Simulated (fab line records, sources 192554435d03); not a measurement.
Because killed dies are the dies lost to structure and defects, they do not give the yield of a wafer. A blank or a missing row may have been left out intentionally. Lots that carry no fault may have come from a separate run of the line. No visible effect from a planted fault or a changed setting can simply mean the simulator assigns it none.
Chamber matching | flow n5-finfet | N5_BEOL_M10_ETCH_62 on rie-diel-05 has 4 sister chambers
The step etches SOC in N2/H2, target depth 110 nm, overetch 22 nm, time 165 s. 14 wafers are shown with their chamber, then 7 later ones without.

## WAFERS, EACH WITH ITS CHAMBER
wafer  | chamber | drypump-motor-current-A (A) | throttle-valve-pct (%) | showerhead-plenum-p-Torr (Torr)
L077.1 | 1       | 6.1                         | 17.67                  | 2.50
L077.4 | 3       | 5.6                         | 17.99                  | 2.52
L077.6 | 3       | 5.6                         | 17.99                  | 2.52
L079.1 | 1       | 6.1                         | 17.69                  | 2.50
L079.2 | 2       | 5.1                         | 17.78                  | 2.63
L079.3 | 3       | 5.6                         | 17.98                  | 2.52
L085.1 | 3       | 5.6                         | 18.02                  | 2.51
L085.2 | 1       | 6.1                         | 17.72                  | 2.49
L085.5 | 1       | 6.0                         | 17.73                  | 2.49
L087.1 | 1       | 6.1                         | 17.71                  | 2.49
L087.4 | 0       | 5.7                         | 17.41                  | 2.68
L087.5 | 3       | 5.6                         | 18.02                  | 2.51
L091.1 | 0       | 5.7                         | 17.42                  | 2.67
L091.5 | 3       | 5.7                         | 18.04                  | 2.50

SIGNATURES, as means of the wafers listed above
reading                  | chamber 0 | chamber 1 | chamber 2 | chamber 3 | scatter within a chamber
drypump-motor-current-A  | 5.700     | 6.080     | 5.100     | 5.617     | 0.0404
throttle-valve-pct       | 17.4150   | 17.7040   | 17.7800   | 18.0067   | 0.0226
showerhead-plenum-p-Torr | 2.6750    | 2.4940    | 2.6300    | 2.5133    | 0.00709
Rule: for a wafer and a chamber, the distance is found by dividing, reading by reading, the gap between the wafer's reading and the chamber's mean by the reading's scatter, squaring, summing and taking the root. If the next closest chamber is less than 2 further off than the closest, the wafer can't be placed; otherwise it belongs to the closest. The scatter is the square root of a quotient: the sum, over the shown wafers, of each reading's squared deviation from its chamber's mean, divided by wafers minus chambers.

## WAFERS WITH NO CHAMBER GIVEN
wafer  | drypump-motor-current-A (A) | throttle-valve-pct (%) | showerhead-plenum-p-Torr (Torr)
L091.6 | 5.1                         | 17.35                  | 2.62
L096.1 | 5.6                         | 18.06                  | 2.50
L096.4 | 5.1                         | 17.37                  | 2.61
L096.5 | 5.1                         | 17.38                  | 2.61
L097.1 | 6.1                         | 17.77                  | 2.48
L097.5 | 6.1                         | 17.76                  | 2.48
L097.6 | 5.7                         | 17.44                  | 2.67

## THE CHAMBER EACH PASSED THROUGH
wafer  | from the rows above     | in truth
L091.6 | 0                       | 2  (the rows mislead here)
L096.1 | 3                       | 3
L096.4 | can't be placed: 0 or 2 | 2
L096.5 | can't be placed: 0 or 2 | 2
L097.1 | 1                       | 1
L097.5 | 1                       | 1
L097.6 | 0                       | 0
Correct placement for 4 of the 7. Can't be placed from these rows: 2 (the true chamber is among the candidates in 2). 1 placed wrongly.
